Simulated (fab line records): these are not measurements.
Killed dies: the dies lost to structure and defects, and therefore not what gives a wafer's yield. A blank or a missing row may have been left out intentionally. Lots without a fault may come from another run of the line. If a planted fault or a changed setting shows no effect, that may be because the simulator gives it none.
Which tool was responsible? / flow nandHarc / 16 wafers from 6 lots sampled at 3 of the route's 1302 steps

WHAT THE GAUGES SHOWED, per wafer
NHARC_END_SORT_01.
lot=L874; measured=day 25 13:27; on=prober-01; killedAtPeriphery=6 5 3
lot=L881; measured=day 27 12:02; on=prober-02; killedAtPeriphery=68 3
lot=L890; measured=day 31 06:31; on=prober-02; killedAtPeriphery=4 2 5
lot=L892; measured=day 32 17:13; on=prober-01; killedAtPeriphery=11 9 2
lot=L894; measured=day 34 06:13; on=prober-01; killedAtPeriphery=10 7 3

WHAT TOOL EACH LOT RAN ON (gives the tool, then ch and the chambers of the sampled wafers, and finally the start)
lot=L874; NHARC_P_STI_HDPCVD_20=hdpcvd-01 ch 0,1, day 4 00:17; NHARC_THIN_TSV_DEP_47=pecvd-03 ch 0,1,2, day 24 12:11
lot=L881; NHARC_P_STI_HDPCVD_20=hdpcvd-01 ch 0,1, day 7 00:38; NHARC_THIN_TSV_DEP_47=pecvd-01 ch 1,2, day 26 21:50
lot=L883; NHARC_P_STI_HDPCVD_20=hdpcvd-01 ch 0,1, day 7 20:06; NHARC_THIN_TSV_DEP_47=pecvd-03 ch 0,2, day 27 22:47
lot=L890; NHARC_P_STI_HDPCVD_20=hdpcvd-01 ch 0,1, day 10 20:13; NHARC_THIN_TSV_DEP_47=pecvd-04 ch 0,1,2, day 30 12:16
lot=L892; NHARC_P_STI_HDPCVD_20=hdpcvd-01 ch 0,1, day 11 18:30; NHARC_THIN_TSV_DEP_47=pecvd-01 ch 1,2, day 32 04:19
lot=L894; NHARC_P_STI_HDPCVD_20=hdpcvd-01 ch 0,1, day 12 10:07; NHARC_THIN_TSV_DEP_47=pecvd-01 ch 1,2, day 33 12:38
- NHARC_P_STI_HDPCVD_20: deposits SiO2.
- NHARC_THIN_TSV_DEP_47: deposits SiO2, target thk 200 nm.

THE ANSWER, worked out from the rows above alone
Rule: the usual values come from the lots themselves. The widest of any qualifying gaps counts: lots, ordered by their means at a reading, are off when they make up no more than a third of the lots, leave a main group of 4 or more, and stand apart from it by 3 or more times the standard deviation of that group's means. A main group whose means are all the same, to the digits that the tables above print for the reading, isn't used. Also off: a lot with no number at a reading for which 4 or more lots have one. Any other lot the step has rows for is counted as sound.
Off: L881 (NHARC_END_SORT_01, killedAtPeriphery). Main group: mean 5.6, sd 1.5. Neither off nor sound, because the step has no rows for them: L883.
A tool fits if, at a process step before that reading, it ran every lot that is off, and no sound lot after the first of them. Those tools and the gauges at NHARC_END_SORT_01 are tried in the same way. Of those tried, none fits.

WHAT THE SIMULATOR HAD INSERTED
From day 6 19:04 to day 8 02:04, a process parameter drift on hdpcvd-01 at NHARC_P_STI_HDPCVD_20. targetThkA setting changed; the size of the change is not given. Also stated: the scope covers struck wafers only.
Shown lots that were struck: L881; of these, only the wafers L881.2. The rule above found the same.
